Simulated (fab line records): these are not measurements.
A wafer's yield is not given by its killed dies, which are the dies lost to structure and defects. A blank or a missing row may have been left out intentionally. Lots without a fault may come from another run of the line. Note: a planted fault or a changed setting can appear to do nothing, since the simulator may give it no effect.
Lot-split experiment || flow n5 finfet || on a route of 1938 steps: 7 lots, 39 wafers read

THE SPLIT
At N5_BEOL_M11_ILD_DEP_00 (deposits SiCOH lowk from DEMS/porogen, target thk 308.51 nm, time 58 s), the setting time s was moved away from the recipe's 58 s on 15 of the 39 wafers read, by -37.6% to +41.3%. The other wafers ran this setting at the recipe's value.

FROM SPLIT TO READING: 1 step shown by the file between the two
- N5_BEOL_M11_CURE_71: cures SiCOH lowk, time 240 s

THE READING
Values of M11_ILD_THK in nm from N5_BEOL_M11_THK_MEAS_01. On this fab line, fault-free wafers typically give 269 nm with a standard deviation of 4.2 nm.

{"wafer": "L075.1", "tool, chamber at the split": "pecvd-03, 0", "time s as run, s": 58, "against the recipe": "recipe", "M11_ILD_THK, nm": 269, "against lot-mates on the recipe": "-"}
{"wafer": "L075.2", "tool, chamber at the split": "pecvd-03, 2", "time s as run, s": 58, "against the recipe": "recipe", "M11_ILD_THK, nm": 263, "against lot-mates on the recipe": "-"}
{"wafer": "L075.3", "tool, chamber at the split": "pecvd-03, 1", "time s as run, s": 58, "against the recipe": "recipe", "M11_ILD_THK, nm": 271, "against lot-mates on the recipe": "-"}
{"wafer": "L075.4", "tool, chamber at the split": "pecvd-03, 1", "time s as run, s": 58, "against the recipe": "recipe", "M11_ILD_THK, nm": 276, "against lot-mates on the recipe": "-"}
{"wafer": "L075.5", "tool, chamber at the split": "pecvd-03, 0", "time s as run, s": 58, "against the recipe": "recipe", "M11_ILD_THK, nm": 273, "against lot-mates on the recipe": "-"}
{"wafer": "L075.6", "tool, chamber at the split": "pecvd-03, 2", "time s as run, s": 58, "against the recipe": "recipe", "M11_ILD_THK, nm": 267, "against lot-mates on the recipe": "-"}
{"wafer": "L074.1", "tool, chamber at the split": "pecvd-03, 1", "time s as run, s": 58, "against the recipe": "recipe", "M11_ILD_THK, nm": 266, "against lot-mates on the recipe": "-"}
{"wafer": "L074.2", "tool, chamber at the split": "pecvd-03, 0", "time s as run, s": 79.38, "against the recipe": "+36.9%", "M11_ILD_THK, nm": 363, "against lot-mates on the recipe": "+99"}
{"wafer": "L074.3", "tool, chamber at the split": "pecvd-03, 2", "time s as run, s": 58, "against the recipe": "recipe", "M11_ILD_THK, nm": 259, "against lot-mates on the recipe": "-"}
{"wafer": "L074.4", "tool, chamber at the split": "pecvd-03, 1", "time s as run, s": 79.38, "against the recipe": "+36.9%", "M11_ILD_THK, nm": 373, "against lot-mates on the recipe": "+109"}
{"wafer": "L074.5", "tool, chamber at the split": "pecvd-03, 0", "time s as run, s": 58, "against the recipe": "recipe", "M11_ILD_THK, nm": 268, "against lot-mates on the recipe": "-"}
{"wafer": "L074.6", "tool, chamber at the split": "pecvd-03, 2", "time s as run, s": 79.38, "against the recipe": "+36.9%", "M11_ILD_THK, nm": 366, "against lot-mates on the recipe": "+102"}
{"wafer": "L076.1", "tool, chamber at the split": "pecvd-02, 1", "time s as run, s": 68.61, "against the recipe": "+18.3%", "M11_ILD_THK, nm": 320, "against lot-mates on the recipe": "+48"}
{"wafer": "L076.2", "tool, chamber at the split": "pecvd-02, 2", "time s as run, s": 58, "against the recipe": "recipe", "M11_ILD_THK, nm": 272, "against lot-mates on the recipe": "-"}
{"wafer": "L076.3", "tool, chamber at the split": "pecvd-02, 0", "time s as run, s": 58, "against the recipe": "recipe", "M11_ILD_THK, nm": 270, "against lot-mates on the recipe": "-"}
{"wafer": "L076.4", "tool, chamber at the split": "pecvd-02, 2", "time s as run, s": 68.61, "against the recipe": "+18.3%", "M11_ILD_THK, nm": 322, "against lot-mates on the recipe": "+50"}
{"wafer": "L076.5", "tool, chamber at the split": "pecvd-02, 1", "time s as run, s": 68.61, "against the recipe": "+18.3%", "M11_ILD_THK, nm": 328, "against lot-mates on the recipe": "+56"}
{"wafer": "L076.6", "tool, chamber at the split": "pecvd-02, 0", "time s as run, s": 58, "against the recipe": "recipe", "M11_ILD_THK, nm": 273, "against lot-mates on the recipe": "-"}
{"wafer": "L077.1", "tool, chamber at the split": "pecvd-03, 1", "time s as run, s": 81.97, "against the recipe": "+41.3%", "M11_ILD_THK, nm": 378, "against lot-mates on the recipe": "+113"}
{"wafer": "L077.2", "tool, chamber at the split": "pecvd-03, 2", "time s as run, s": 58, "against the recipe": "recipe", "M11_ILD_THK, nm": 262, "against lot-mates on the recipe": "-"}
{"wafer": "L077.3", "tool, chamber at the split": "pecvd-03, 0", "time s as run, s": 58, "against the recipe": "recipe", "M11_ILD_THK, nm": 267, "against lot-mates on the recipe": "-"}
{"wafer": "L077.4", "tool, chamber at the split": "pecvd-03, 0", "time s as run, s": 81.97, "against the recipe": "+41.3%", "M11_ILD_THK, nm": 383, "against lot-mates on the recipe": "+118"}
{"wafer": "L077.5", "tool, chamber at the split": "pecvd-03, 2", "time s as run, s": 58, "against the recipe": "recipe", "M11_ILD_THK, nm": 267, "against lot-mates on the recipe": "-"}
{"wafer": "L077.6", "tool, chamber at the split": "pecvd-03, 1", "time s as run, s": 81.97, "against the recipe": "+41.3%", "M11_ILD_THK, nm": 386, "against lot-mates on the recipe": "+121"}
{"wafer": "L078.3", "tool, chamber at the split": "pecvd-03, 0", "time s as run, s": 58, "against the recipe": "recipe", "M11_ILD_THK, nm": 267, "against lot-mates on the recipe": "-"}
{"wafer": "L078.5", "tool, chamber at the split": "pecvd-03, 0", "time s as run, s": 58, "against the recipe": "recipe", "M11_ILD_THK, nm": 272, "against lot-mates on the recipe": "-"}
{"wafer": "L078.6", "tool, chamber at the split": "pecvd-03, 1", "time s as run, s": 58, "against the recipe": "recipe", "M11_ILD_THK, nm": 274, "against lot-mates on the recipe": "-"}
{"wafer": "L080.1", "tool, chamber at the split": "pecvd-02, 0", "time s as run, s": 37.61, "against the recipe": "-35.2%", "M11_ILD_THK, nm": 175, "against lot-mates on the recipe": -99}
{"wafer": "L080.2", "tool, chamber at the split": "pecvd-02, 2", "time s as run, s": 37.61, "against the recipe": "-35.2%", "M11_ILD_THK, nm": 176, "against lot-mates on the recipe": -98}
{"wafer": "L080.3", "tool, chamber at the split": "pecvd-02, 1", "time s as run, s": 37.61, "against the recipe": "-35.2%", "M11_ILD_THK, nm": 178, "against lot-mates on the recipe": -96}
{"wafer": "L080.4", "tool, chamber at the split": "pecvd-02, 0", "time s as run, s": 58, "against the recipe": "recipe", "M11_ILD_THK, nm": 276, "against lot-mates on the recipe": "-"}
{"wafer": "L080.5", "tool, chamber at the split": "pecvd-02, 1", "time s as run, s": 58, "against the recipe": "recipe", "M11_ILD_THK, nm": 274, "against lot-mates on the recipe": "-"}
{"wafer": "L080.6", "tool, chamber at the split": "pecvd-02, 2", "time s as run, s": 58, "against the recipe": "recipe", "M11_ILD_THK, nm": 273, "against lot-mates on the recipe": "-"}
{"wafer": "L091.1", "tool, chamber at the split": "pecvd-04, 0", "time s as run, s": 58, "against the recipe": "recipe", "M11_ILD_THK, nm": 266, "against lot-mates on the recipe": "-"}
{"wafer": "L091.2", "tool, chamber at the split": "pecvd-04, 2", "time s as run, s": 58, "against the recipe": "recipe", "M11_ILD_THK, nm": 261, "against lot-mates on the recipe": "-"}
{"wafer": "L091.3", "tool, chamber at the split": "pecvd-04, 2", "time s as run, s": 36.21, "against the recipe": "-37.6%", "M11_ILD_THK, nm": 166, "against lot-mates on the recipe": -100}
{"wafer": "L091.4", "tool, chamber at the split": "pecvd-04, 0", "time s as run, s": 36.21, "against the recipe": "-37.6%", "M11_ILD_THK, nm": 167, "against lot-mates on the recipe": -99}
{"wafer": "L091.5", "tool, chamber at the split": "pecvd-04, 2", "time s as run, s": 58, "against the recipe": "recipe", "M11_ILD_THK, nm": 272, "against lot-mates on the recipe": "-"}
{"wafer": "L091.6", "tool, chamber at the split": "pecvd-04, 0", "time s as run, s": 36.21, "against the recipe": "-37.6%", "M11_ILD_THK, nm": 167, "against lot-mates on the recipe": -99}

THE FIT
A straight line over all 39 wafers: M11_ILD_THK changes by +2.71 nm for each +1% of time s; r = +1.00; the points scatter about the line by 4.4 nm.
The same after taking each lot's own level away (the mean of its wafers on the recipe; 39 wafers): +2.77 nm for each +1%; r = +1.00; scatter 3.5 nm.
According to that fit, moving time s by its largest amount changes the reading by 1.1e+02 nm.
Across the lots, their own levels run from 264.3 to 274.3 nm, a range of 2.4 times the standard deviation given above.
The two slopes agree, so the slope changes little with the lot-to-lot level.
Check: with one of the wafers moved furthest among these (+41.3%) left out of the fit, the line predicts +115 nm for it against its lot-mates. Against them it came out at +113 nm.

OTHER SPLITS ON THESE WAFERS
These wafers also went through other splits before the reading. Each is held against what the fit with the lots' levels taken away leaves over:
{"other split on the same wafers": "N5_FIN_SAQP_HM_DEP_72 target thk a", "wafers away from the commonest value": 15, "r with M11_ILD_THK (lot level and that fit taken away)": -0.11}
{"other split on the same wafers": "N5_DUMMY_GATE_HM_DEP_06 time s", "wafers away from the commonest value": 30, "r with M11_ILD_THK (lot level and that fit taken away)": "+0.17"}
{"other split on the same wafers": "N5_MOL_CONTACT_COAG_SPUTTER_130 target thk a", "wafers away from the commonest value": 15, "r with M11_ILD_THK (lot level and that fit taken away)": "+0.04"}
{"other split on the same wafers": "N5_BEOL_M6_HM_DEP_02 target thk a", "wafers away from the commonest value": 15, "r with M11_ILD_THK (lot level and that fit taken away)": -0.24}
{"other split on the same wafers": "N5_BEOL_M7_DESCUM_33 time s", "wafers away from the commonest value": 18, "r with M11_ILD_THK (lot level and that fit taken away)": "+0.05"}

THE WHOLE CHAIN: every reading that the file lists as answering this split, in the file's order
{"step": "N5_BEOL_M11_ILD_DEP_00", "what it does": "deposits SiCOH lowk from DEMS/porogen, target thk 308.51 nm, time 58 s", "reading": "SiCOH_lowk_of_BEOL_M11_ILD_DEP_00.thk nm (the simulator's own value, which no gauge read)", "change (the file's fit)": "+3.13 nm for each +1% of the setting", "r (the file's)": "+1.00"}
{"step": "N5_BEOL_M11_CURE_71", "what it does": "cures SiCOH lowk, time 240 s", "reading": "SiCOH_lowk_of_BEOL_M11_ILD_DEP_00.thk nm (the simulator's own value, which no gauge read)", "change (the file's fit)": "+2.77 nm for each +1% of the setting", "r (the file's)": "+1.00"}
{"step": "N5_BEOL_M11_THK_MEAS_01", "what it does": "", "reading": "M11_ILD_THK", "change (the file's fit)": "+2.77 for each +1% of the setting", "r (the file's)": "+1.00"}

THE FILE'S OWN FIT
M11_ILD_THK changes by +2.77 nm for each +1% of time s, r = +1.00.
